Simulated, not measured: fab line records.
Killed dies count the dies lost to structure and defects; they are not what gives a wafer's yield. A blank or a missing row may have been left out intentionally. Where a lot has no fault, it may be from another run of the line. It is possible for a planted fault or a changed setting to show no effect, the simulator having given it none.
Which of the tools did it?	flow nand_harc	route of 1302 steps, sampled at 1 step: 6 lots, 18 wafers

## WHAT THE GAUGES READ, wafer by wafer
NHARC_A_CHANNEL_HOLE_D1_CD_MEAS_18.
lot	measured	on	cd_nm (nm)
L336	day 9 11:40	cd_sem-02	101.2 96.9 99.5
L339	day 10 20:19	cd_sem-01	102.9 102.9 101.1
L347	day 14 05:49	cd_sem-01	99.6 98.5 101.8
L350	day 15 18:23	cd_sem-02	100.0 97.4 98.0
L354	day 17 06:20	cd_sem-01	99.8 93.2 99.1
L356	day 17 20:36	cd_sem-03	92.8 96.3 92.0

## EACH LOT AND THE TOOL THAT RAN IT (in order: tool; ch and the chambers of the sampled wafers; start)
The record holds no process step before these readings.

## THE ANSWER, worked out from the rows above alone
Rule: what is usual is taken from the lots themselves. Put in order of their means at a reading, lots are off if they are a third of the lots or fewer, leave a main group of 4 or more, and stand apart from it by a gap of 3 or more times the standard deviation of the main group's means; of several such gaps the widest counts. A main group is skipped when, at the precision printed for the reading in the tables above, its means are all equal. Also off: a lot with no number at a reading for which 4 or more lots have one. The other lots that the step has rows for count as sound.
No lot is off at any reading shown: from this, nothing can be told.

## WHAT THE SIMULATOR PUT IN
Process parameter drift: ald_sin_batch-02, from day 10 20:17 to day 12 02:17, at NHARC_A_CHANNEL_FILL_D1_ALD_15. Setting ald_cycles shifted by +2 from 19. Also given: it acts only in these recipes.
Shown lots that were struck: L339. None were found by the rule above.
